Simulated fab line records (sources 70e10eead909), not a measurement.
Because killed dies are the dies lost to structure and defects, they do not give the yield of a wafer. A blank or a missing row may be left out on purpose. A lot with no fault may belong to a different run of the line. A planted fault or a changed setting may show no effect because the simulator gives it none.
Which of the tools did it? + flow nand-harc + Sampling: 24 lots, 72 wafers, 5 of 1302 route steps

WHAT THE GAUGES SHOWED, per wafer
NHARC_P_M1_OVL_MEAS_10: pitch 260 nm. Usual: overlay-x-nm 0.1 nm, standard deviation 1.1; overlay-y-nm 0.1 nm, standard deviation 0.8.
| lot  | measured     | on         | overlay-x-nm (nm) | overlay-y-nm (nm) | flag |
|------|--------------|------------|-------------------|-------------------|------|
| L074 | day 6 02:17  | overlay-01 | -2.2 -2.3 -1.6    | -0.2 0.0 -0.2     |      |
| L075 | day 6 16:22  | overlay-01 | -1.4 -2.3 -1.6    | -0.5 0.5 -0.8     |      |
| L076 | day 6 21:27  | overlay-02 | -1.5 -1.4 -1.4    | 0.5 0.5 0.6       |      |
| L077 | day 7 11:47  | overlay-02 | 1.7 0.8 1.2       | -1.8 -0.8 -0.8    |      |
| L078 | day 7 21:29  | overlay-02 | 0.4 0.9 0.3       | 0.3 0.0 -0.3      |      |
| L079 | day 8 04:01  | overlay-02 | 0.0 0.0 0.3       | 0.7 0.6 0.8       |      |
| L080 | day 8 20:49  | overlay-02 | -0.9 -1.1 -1.1    | 0.8 0.3 0.3       |      |
| L081 | day 9 01:20  | overlay-02 | 0.0 0.4 0.3       | 0.6 -0.5 0.4      |      |
| L082 | day 9 18:02  | overlay-02 | 0.0 0.4 0.3       | 0.4 0.3 0.0       |      |
| L083 | day 10 02:26 | overlay-02 | -0.7 -1.0 -0.2    | -1.8 -1.3 -1.6    |      |
| L084 | day 10 21:07 | overlay-02 | 0.3 0.3 0.6       | -0.2 -0.1 -0.2    |      |
| L085 | day 11 04:29 | overlay-01 | 0.8 1.0 0.4       | -0.1 0.0 0.1      |      |
| L086 | day 11 05:27 | overlay-02 | 2.4 2.0 2.0       | 1.1 1.2 0.8       |      |
| L087 | day 12 09:25 | overlay-02 | 0.3 -0.6 -0.1     | 0.5 0.9 -0.1      |      |
| L088 | day 12 10:18 | overlay-02 | 0.9 0.4 0.9       | 0.8 0.5 0.2       |      |
| L090 | day 12 20:19 | overlay-01 | 0.3 0.6 0.5       | -0.3 0.2 -0.3     |      |
| L089 | day 12 21:04 | overlay-01 | 2.2 1.6 1.8       | 1.6 1.7 1.8       |      |
| L091 | day 13 04:15 | overlay-01 | -0.5 0.1 -0.4     | -1.1 -1.4 -1.4    |      |
| L092 | day 13 17:26 | overlay-02 | 0.2 0.3 1.0       | -1.2 -0.9 -1.0    |      |
| L093 | day 14 06:37 | overlay-02 | 1.3 1.6 1.2       | 0.5 0.7 0.6       |      |
| L094 | day 14 14:57 | overlay-02 | -1.0 -0.6 -1.8    | -0.2 0.3 -0.1     |      |
| L096 | day 15 11:59 | overlay-01 | -0.3 -0.5 -0.1    | -0.2 0.2 0.0      |      |
| L095 | day 15 12:35 | overlay-02 | 1.6 1.5 2.0       | -0.8 0.1 -0.2     |      |
| L097 | day 15 22:18 | overlay-01 | 0.0 -0.4 0.2      | -0.2 -0.8 -0.5    |      |

NHARC_P_M1_CD_MEAS_16. Usual: cd-nm at 129.4 nm, with a standard deviation of 1.
| lot  | measured     | on        | cd-nm (nm)        | flag |
|------|--------------|-----------|-------------------|------|
| L074 | day 6 02:41  | cd-sem-02 | 127.8 128.6 129.3 |      |
| L075 | day 6 16:46  | cd-sem-02 | 129.0 128.6 128.7 |      |
| L076 | day 6 21:51  | cd-sem-03 | 129.3 128.4 131.5 |      |
| L077 | day 7 12:12  | cd-sem-02 | 129.6 130.7 128.8 |      |
| L078 | day 7 21:54  | cd-sem-03 | 129.4 129.1 129.9 |      |
| L079 | day 8 04:26  | cd-sem-01 | 128.4 129.9 129.7 |      |
| L080 | day 8 21:13  | cd-sem-01 | 127.8 130.8 130.1 |      |
| L081 | day 9 01:44  | cd-sem-01 | 129.8 130.7 132.1 |      |
| L082 | day 9 18:26  | cd-sem-03 | 130.8 129.0 129.0 |      |
| L083 | day 10 02:50 | cd-sem-02 | 127.7 129.9 129.8 |      |
| L084 | day 10 21:31 | cd-sem-02 | 129.6 129.6 128.3 |      |
| L085 | day 11 04:53 | cd-sem-02 | 128.0 130.7 127.9 |      |
| L086 | day 11 05:52 | cd-sem-01 | 130.2 128.8 130.1 |      |
| L087 | day 12 09:49 | cd-sem-03 | 130.2 128.5 129.0 |      |
| L088 | day 12 10:43 | cd-sem-02 | 130.0 127.2 127.4 |      |
| L090 | day 12 20:43 | cd-sem-03 | 128.8 130.1 127.8 |      |
| L089 | day 12 21:28 | cd-sem-02 | 129.8 129.6 129.0 |      |
| L091 | day 13 04:40 | cd-sem-02 | 128.3 128.4 128.7 |      |
| L092 | day 13 17:51 | cd-sem-02 | 129.6 128.9 129.8 |      |
| L093 | day 14 07:02 | cd-sem-03 | 129.8 131.0 129.2 |      |
| L094 | day 14 15:22 | cd-sem-03 | 130.6 129.9 131.1 |      |
| L096 | day 15 12:23 | cd-sem-02 | 129.6 130.5 129.6 |      |
| L095 | day 15 12:59 | cd-sem-03 | 128.3 131.2 128.4 |      |
| L097 | day 15 22:43 | cd-sem-01 | 131.6 128.7 129.7 |      |

WHAT TOOL EACH LOT RAN ON (gives the tool, then ch and the chambers of the sampled wafers, and finally the start)
| lot  | NHARC_P_M0_ETCH_15                            | NHARC_P_M0_PVD_21                       | NHARC_P_M0_ANNEAL_30             |
|------|-----------------------------------------------|-----------------------------------------|----------------------------------|
| L074 | rie-diel-03 ch 1,2, day 5 23:49 or earlier    | pvd-sputter-03, day 5 23:49 or earlier  | rtp-anneal-02 ch 0, day 5 23:49  |
| L075 | rie-diel-11 ch 0,1,2, day 6 14:05 or earlier  | pvd-sputter-02, day 6 14:05 or earlier  | rtp-anneal-01 ch 0, day 6 14:05  |
| L076 | rie-diel-10 ch 0,1,3, day 6 19:14 or earlier  | pvd-sputter-02, day 6 19:14 or earlier  | rtp-anneal-01 ch 0, day 6 19:14  |
| L077 | rie-diel-03 ch 0,3, day 7 09:38 or earlier    | pvd-sputter-02, day 7 09:38 or earlier  | rtp-anneal-01 ch 0, day 7 09:38  |
| L078 | rie-diel-03 ch 1,3, day 7 19:08 or earlier    | pvd-sputter-01, day 7 19:08 or earlier  | rtp-anneal-02 ch 0, day 7 19:08  |
| L079 | rie-diel-03 ch 1,2, day 8 01:52 or earlier    | pvd-sputter-01, day 8 01:52 or earlier  | rtp-anneal-01 ch 0, day 8 01:52  |
| L080 | rie-diel-03 ch 0,1,3, day 8 18:39 or earlier  | pvd-sputter-01, day 8 18:39 or earlier  | rtp-anneal-01 ch 0, day 8 18:39  |
| L081 | rie-diel-03 ch 0,1,2, day 8 22:55 or earlier  | pvd-sputter-03, day 8 22:55 or earlier  | rtp-anneal-02 ch 0, day 8 22:55  |
| L082 | rie-diel-11 ch 0,3, day 9 15:38 or earlier    | pvd-sputter-03, day 9 15:38 or earlier  | rtp-anneal-01 ch 0, day 9 15:38  |
| L083 | rie-diel-03 ch 0,1,2, day 10 00:17 or earlier | pvd-sputter-03, day 10 00:17 or earlier | rtp-anneal-02 ch 0, day 10 00:17 |
| L084 | rie-diel-11 ch 0,1,3, day 10 18:35 or earlier | pvd-sputter-02, day 10 18:35 or earlier | rtp-anneal-01 ch 0, day 10 18:35 |
| L085 | rie-diel-03 ch 0,1,2, day 11 02:24 or earlier | pvd-sputter-01, day 11 02:24 or earlier | rtp-anneal-02 ch 0, day 11 02:24 |
| L086 | rie-diel-03 ch 1,2,3, day 11 03:17 or earlier | pvd-sputter-02, day 11 03:17 or earlier | rtp-anneal-01 ch 0, day 11 03:17 |
| L087 | rie-diel-10 ch 1,2, day 12 07:16 or earlier   | pvd-sputter-01, day 12 07:16 or earlier | rtp-anneal-01 ch 0, day 12 07:16 |
| L088 | rie-diel-03 ch 0,1,2, day 12 08:08 or earlier | pvd-sputter-01, day 12 08:08 or earlier | rtp-anneal-02 ch 0, day 12 08:08 |
| L090 | rie-diel-11 ch 0,3, day 12 17:56 or earlier   | pvd-sputter-01, day 12 17:56 or earlier | rtp-anneal-01 ch 0, day 12 17:56 |
| L089 | rie-diel-03 ch 0,1,2, day 12 18:14 or earlier | pvd-sputter-03, day 12 18:14            | rtp-anneal-01 ch 0, day 12 18:47 |
| L091 | rie-diel-10 ch 1,2, day 13 01:57 or earlier   | pvd-sputter-03, day 13 01:57 or earlier | rtp-anneal-01 ch 0, day 13 01:57 |
| L092 | rie-diel-10 ch 0,1,2, day 13 15:16 or earlier | pvd-sputter-01, day 13 15:16 or earlier | rtp-anneal-01 ch 0, day 13 15:16 |
| L093 | rie-diel-03 ch 1,2, day 14 04:20 or earlier   | pvd-sputter-03, day 14 04:20 or earlier | rtp-anneal-01 ch 0, day 14 04:20 |
| L094 | rie-diel-03 ch 0,2,3, day 14 12:42 or earlier | pvd-sputter-01, day 14 12:42 or earlier | rtp-anneal-02 ch 0, day 14 12:42 |
| L096 | rie-diel-03 ch 1,2,3, day 15 09:40 or earlier | pvd-sputter-02, day 15 09:40 or earlier | rtp-anneal-01 ch 0, day 15 09:40 |
| L095 | rie-diel-11 ch 1,3, day 15 10:17 or earlier   | pvd-sputter-01, day 15 10:17 or earlier | rtp-anneal-02 ch 0, day 15 10:17 |
| L097 | rie-diel-03 ch 1,3, day 15 20:08 or earlier   | pvd-sputter-01, day 15 20:08 or earlier | rtp-anneal-01 ch 0, day 15 20:08 |
- NHARC_P_M0_ETCH_15: etches the open film in C4F8/Ar, target depth 150 nm, overetch 15 nm, time 82.5 s.
- NHARC_P_M0_PVD_21: deposits Cu, target thk 30 nm, time 20.49 s.
- NHARC_P_M0_ANNEAL_30: time 90 s.

WHAT THE TOOLS THEMSELVES READ (means of the sampled wafers that have a number; where no wafer has one, the mark that the record gives instead)
NHARC_P_M0_ETCH_15. Usual: oes-product-au 0.969 a.u., standard deviation 0.018; rf-vpp-V 441 V, standard deviation 3.1.
| lot  | tool        | oes-product-au (a.u.) | rf-vpp-V (V) | flag |
|------|-------------|-----------------------|--------------|------|
| L074 | rie-diel-03 | 0.973                 | 442          |      |
| L075 | rie-diel-11 | 0.972                 | 442          |      |
| L076 | rie-diel-10 | 0.941                 | 440          |      |
| L077 | rie-diel-03 | 0.956                 | 439          |      |
| L078 | rie-diel-03 | 0.985                 | 441          |      |
| L079 | rie-diel-03 | 0.981                 | 442          |      |
| L080 | rie-diel-03 | 0.960                 | 440          |      |
| L081 | rie-diel-03 | 0.947                 | 439          |      |
| L082 | rie-diel-11 | 0.989                 | 442          |      |
| L083 | rie-diel-03 | 0.964                 | 439          |      |
| L084 | rie-diel-11 | 0.935                 | 440          |      |
| L085 | rie-diel-03 | 0.975                 | 439          |      |
| L086 | rie-diel-03 | 0.981                 | 442          |      |
| L087 | rie-diel-10 | 0.979                 | 442          |      |
| L088 | rie-diel-03 | 0.985                 | 439          |      |
| L090 | rie-diel-11 | 0.981                 | 441          |      |
| L089 | rie-diel-03 | 0.979                 | 438          |      |
| L091 | rie-diel-10 | 0.996                 | 441          |      |
| L092 | rie-diel-10 | 0.964                 | 441          |      |
| L093 | rie-diel-03 | 0.936                 | 440          |      |
| L094 | rie-diel-03 | 0.988                 | 441          |      |
| L096 | rie-diel-03 | 0.973                 | 441          |      |
| L095 | rie-diel-11 | 0.978                 | 442          |      |
| L097 | rie-diel-03 | 0.978                 | 442          |      |

NHARC_P_M0_PVD_21. Usual: throttle-valve-pct at 30.4 %, with a standard deviation of 1.1.
| lot  | tool           | throttle-valve-pct (%) | flag |
|------|----------------|------------------------|------|
| L074 | pvd-sputter-03 | 29.7                   |      |
| L075 | pvd-sputter-02 | 29.0                   |      |
| L076 | pvd-sputter-02 | 30.7                   |      |
| L077 | pvd-sputter-02 | 31.1                   |      |
| L078 | pvd-sputter-01 | 31.1                   |      |
| L079 | pvd-sputter-01 | 30.6                   |      |
| L080 | pvd-sputter-01 | 30.5                   |      |
| L081 | pvd-sputter-03 | 29.6                   |      |
| L082 | pvd-sputter-03 | 29.7                   |      |
| L083 | pvd-sputter-03 | 30.1                   |      |
| L084 | pvd-sputter-02 | 29.3                   |      |
| L085 | pvd-sputter-01 | 31.2                   |      |
| L086 | pvd-sputter-02 | 29.3                   |      |
| L087 | pvd-sputter-01 | 31.3                   |      |
| L088 | pvd-sputter-01 | 30.4                   |      |
| L090 | pvd-sputter-01 | 31.4                   |      |
| L089 | pvd-sputter-03 | 30.0                   |      |
| L091 | pvd-sputter-03 | 29.8                   |      |
| L092 | pvd-sputter-01 | 31.3                   |      |
| L093 | pvd-sputter-03 | 30.0                   |      |
| L094 | pvd-sputter-01 | 31.2                   |      |
| L096 | pvd-sputter-02 | 30.3                   |      |
| L095 | pvd-sputter-01 | 31.9                   |      |
| L097 | pvd-sputter-01 | 31.1                   |      |

NHARC_P_M0_ANNEAL_30. Usual: anneal-temp-c 225.06 C, standard deviation 0.16; wafer_temp_C_max 225.73, standard deviation 0.21.
| lot  | tool          | anneal-temp-c (C) | wafer_temp_C_max | flag |
|------|---------------|-------------------|------------------|------|
| L074 | rtp-anneal-02 | 225.08            | 225.96           |      |
| L075 | rtp-anneal-01 | 224.98            | 225.83           |      |
| L076 | rtp-anneal-01 | 225.33            | 225.57           |      |
| L077 | rtp-anneal-01 | 224.98            | 225.89           |      |
| L078 | rtp-anneal-02 | 224.94            | 226.20           |      |
| L079 | rtp-anneal-01 | 224.97            | 225.71           |      |
| L080 | rtp-anneal-01 | 224.94            | 225.62           |      |
| L081 | rtp-anneal-02 | 225.16            | 225.70           |      |
| L082 | rtp-anneal-01 | 224.92            | 225.74           |      |
| L083 | rtp-anneal-02 | 224.98            | 225.80           |      |
| L084 | rtp-anneal-01 | 224.93            | 225.65           |      |
| L085 | rtp-anneal-02 | 225.16            | 225.80           |      |
| L086 | rtp-anneal-01 | 225.03            | 225.54           |      |
| L087 | rtp-anneal-01 | 224.95            | 225.97           |      |
| L088 | rtp-anneal-02 | 225.29            | 225.56           |      |
| L090 | rtp-anneal-01 | 225.04            | 225.77           |      |
| L089 | rtp-anneal-01 | 224.94            | 225.79           |      |
| L091 | rtp-anneal-01 | 225.01            | 225.67           |      |
| L092 | rtp-anneal-01 | 225.20            | 225.94           |      |
| L093 | rtp-anneal-01 | 225.20            | 225.53           |      |
| L094 | rtp-anneal-02 | 225.06            | 225.82           |      |
| L096 | rtp-anneal-01 | 225.28            | 225.71           |      |
| L095 | rtp-anneal-02 | 225.21            | 225.67           |      |
| L097 | rtp-anneal-01 | 224.89            | 225.55           |      |

THE ANSWER, worked out from the rows above alone
Rule: lot off if the mean of its wafers having a number is beyond 3 standard deviations from the usual mean. Also off: a lot with no number at a reading for which 4 or more lots have one. The other lots that the step has rows for count as sound. First the gauges in route order, then the tools' own readings, where a lot's mean is used as printed above. The first step at which some lot is off is used, and at that step the reading that is off furthest; a lot without a number counts as furthest.
Across all readings shown, no lot is off: no conclusion can be drawn from this.

WHAT THE SIMULATOR PUT IN
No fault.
